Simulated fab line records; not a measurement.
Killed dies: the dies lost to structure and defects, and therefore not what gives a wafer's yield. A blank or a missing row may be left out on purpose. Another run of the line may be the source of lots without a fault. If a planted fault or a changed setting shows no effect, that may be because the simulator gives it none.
Check for tools in common / flow n5-finfet / Sampled: 10 lots, 30 wafers

## WHY IT WAS OPENED
At N5_BEOL_M2_THK_MEAS_01 the reading M2_ILD_THK is flagged on 2 of 10 lots. No-fault wafers: 79.1 nm, standard deviation 0.87.
Rule: a lot is flagged in two cases, either no wafer of it has a number, or all its wafers with numbers fall more than 4 standard deviations from that mean. The rest of the lots are taken to be sound.

lot=L873; measured=day 6 19:22; on=film-metro-01; M2_ILD_THK (nm), wafer by wafer=78.0 79.1 78.8; flag=
lot=L874; measured=day 7 00:04; on=film-metro-01; M2_ILD_THK (nm), wafer by wafer=77.7 79.4 78.8; flag=
lot=L876; measured=day 7 07:37; on=film-metro-02; M2_ILD_THK (nm), wafer by wafer=79.4 79.9 80.5; flag=
lot=L880; measured=day 8 12:55; on=film-metro-01; M2_ILD_THK (nm), wafer by wafer=79.3 78.6 78.4; flag=
lot=L883; measured=day 9 14:59; on=film-metro-02; M2_ILD_THK (nm), wafer by wafer=156.3 157.1 158.0; flag=FLAGGED
lot=L889; measured=day 10 17:36; on=film-metro-02; M2_ILD_THK (nm), wafer by wafer=158.5 159.5 159.6; flag=FLAGGED
lot=L891; measured=day 11 02:56; on=film-metro-01; M2_ILD_THK (nm), wafer by wafer=78.7 80.8 80.0; flag=
lot=L892; measured=day 11 05:51; on=film-metro-01; M2_ILD_THK (nm), wafer by wafer=79.4 80.0 81.6; flag=
lot=L894; measured=day 11 22:17; on=film-metro-02; M2_ILD_THK (nm), wafer by wafer=79.1 79.7 79.2; flag=
lot=L895; measured=day 12 00:37; on=film-metro-01; M2_ILD_THK (nm), wafer by wafer=77.5 79.6 79.7; flag=
The mean of the flagged lots' numbers is 158.2 nm, +79.1 nm from the usual (+91 standard deviations).

## WHICH TOOL RAN EACH LOT
The record holds 3 process steps before the reading, out of a route of 1938 steps. Every cell lists first the tool, next ch and the chambers used by the sampled wafers, and last the start.
lot=L873; flag=; N5_BEOL_M1_ANNEAL_91=pvd-sputter-01, day 6 17:35; N5_BEOL_M1_DEP_57=pecvd-02 ch 2, day 6 19:09; N5_BEOL_M2_ILD_DEP_00=pecvd-04 ch 1,2, day 6 19:18
lot=L874; flag=; N5_BEOL_M1_ANNEAL_91=pvd-sputter-01, day 6 22:18; N5_BEOL_M1_DEP_57=pecvd-03 ch 0,1, day 6 23:52; N5_BEOL_M2_ILD_DEP_00=pecvd-04 ch 0,1,2, day 6 23:59
lot=L876; flag=; N5_BEOL_M1_ANNEAL_91=pvd-sputter-03, day 7 05:52; N5_BEOL_M1_DEP_57=pecvd-02 ch 0,2, day 7 07:25; N5_BEOL_M2_ILD_DEP_00=pecvd-03 ch 0,1, day 7 07:33
lot=L880; flag=; N5_BEOL_M1_ANNEAL_91=pvd-sputter-01, day 8 11:10; N5_BEOL_M1_DEP_57=pecvd-03 ch 0,1, day 8 12:43; N5_BEOL_M2_ILD_DEP_00=pecvd-03 ch 0,1, day 8 12:51
lot=L883; flag=FLAGGED; N5_BEOL_M1_ANNEAL_91=pvd-sputter-02, day 9 12:58; N5_BEOL_M1_DEP_57=pecvd-02 ch 0,1, day 9 14:32; N5_BEOL_M2_ILD_DEP_00=pecvd-03 ch 0,1,2, day 9 14:41
lot=L889; flag=FLAGGED; N5_BEOL_M1_ANNEAL_91=pvd-sputter-02, day 10 15:37; N5_BEOL_M1_DEP_57=pecvd-01 ch 0,1, day 10 17:10; N5_BEOL_M2_ILD_DEP_00=pecvd-04 ch 1,2, day 10 17:18
lot=L891; flag=; N5_BEOL_M1_ANNEAL_91=pvd-sputter-02, day 11 01:10; N5_BEOL_M1_DEP_57=pecvd-03 ch 0,2, day 11 02:44; N5_BEOL_M2_ILD_DEP_00=pecvd-02 ch 0,1, day 11 02:52
lot=L892; flag=; N5_BEOL_M1_ANNEAL_91=pvd-sputter-02, day 11 04:05; N5_BEOL_M1_DEP_57=pecvd-01 ch 0,1, day 11 05:39; N5_BEOL_M2_ILD_DEP_00=pecvd-03 ch 0,2, day 11 05:47
lot=L894; flag=; N5_BEOL_M1_ANNEAL_91=pvd-sputter-01, day 11 20:30; N5_BEOL_M1_DEP_57=pecvd-02 ch 1,2, day 11 22:04; N5_BEOL_M2_ILD_DEP_00=pecvd-03 ch 0,1,2, day 11 22:13
lot=L895; flag=; N5_BEOL_M1_ANNEAL_91=pvd-sputter-02, day 11 22:51; N5_BEOL_M1_DEP_57=pecvd-03 ch 0,1, day 12 00:25; N5_BEOL_M2_ILD_DEP_00=pecvd-04 ch 0,1, day 12 00:33
What these steps do:
- N5_BEOL_M1_ANNEAL_91: time 240 s.
- N5_BEOL_M1_DEP_57: deposits SiCN from 3MS/NH3, target thk 8 nm, time 14 s.
- N5_BEOL_M2_ILD_DEP_00: deposits SiOC from DEMS/O2, target thk 79 nm, time 15.3 s.
- N5_BEOL_M2_THK_MEAS_01

## FLAGGED OVER TOTAL, TOOL BY TOOL (the gauges that took the reading come last)
step=N5_BEOL_M1_ANNEAL_91; tool=pvd-sputter-01; lots run=4; flagged=0; share of the flagged lots=none; sound lots run after its first flagged lot=-
step=N5_BEOL_M1_ANNEAL_91; tool=pvd-sputter-02; lots run=5; flagged=2; share of the flagged lots=all; sound lots run after its first flagged lot=3 (L891,L892,L895)
step=N5_BEOL_M1_ANNEAL_91; tool=pvd-sputter-03; lots run=1; flagged=0; share of the flagged lots=none; sound lots run after its first flagged lot=-
step=N5_BEOL_M1_DEP_57; tool=pecvd-01; lots run=2; flagged=1; share of the flagged lots=some; sound lots run after its first flagged lot=1 (L892)
step=N5_BEOL_M1_DEP_57; tool=pecvd-02; lots run=4; flagged=1; share of the flagged lots=some; sound lots run after its first flagged lot=1 (L894)
step=N5_BEOL_M1_DEP_57; tool=pecvd-03; lots run=4; flagged=0; share of the flagged lots=none; sound lots run after its first flagged lot=-
step=N5_BEOL_M2_ILD_DEP_00; tool=pecvd-02; lots run=1; flagged=0; share of the flagged lots=none; sound lots run after its first flagged lot=-
step=N5_BEOL_M2_ILD_DEP_00; tool=pecvd-03; lots run=5; flagged=1; share of the flagged lots=some; sound lots run after its first flagged lot=2 (L892,L894)
step=N5_BEOL_M2_ILD_DEP_00; tool=pecvd-04; lots run=4; flagged=1; share of the flagged lots=some; sound lots run after its first flagged lot=1 (L895)
step=N5_BEOL_M2_THK_MEAS_01; tool=film-metro-01; lots run=6; flagged=0; share of the flagged lots=none; sound lots run after its first flagged lot=-
step=N5_BEOL_M2_THK_MEAS_01; tool=film-metro-02; lots run=4; flagged=2; share of the flagged lots=all; sound lots run after its first flagged lot=1 (L894)

## THE TABLE: WHAT IT ALLOWS
Table rows that saw every flagged lot: 2, namely pvd-sputter-02 at N5_BEOL_M1_ANNEAL_91 and film-metro-02 at N5_BEOL_M2_THK_MEAS_01.
- pvd-sputter-02 at N5_BEOL_M1_ANNEAL_91: 2 of its 5 lots flagged. After the first flagged lot (L891, L892, L895), sound lots still ran on it; a lasting fault on the whole tool would not permit that.
- film-metro-02 at N5_BEOL_M2_THK_MEAS_01: 2 of its 4 lots flagged. After the first flagged lot (L894), sound lots still ran on it; a lasting fault on the whole tool would not permit that.
No row of the table ran every flagged lot and no sound lot after the first.

## WHAT THE SIMULATOR HAD PUT IN
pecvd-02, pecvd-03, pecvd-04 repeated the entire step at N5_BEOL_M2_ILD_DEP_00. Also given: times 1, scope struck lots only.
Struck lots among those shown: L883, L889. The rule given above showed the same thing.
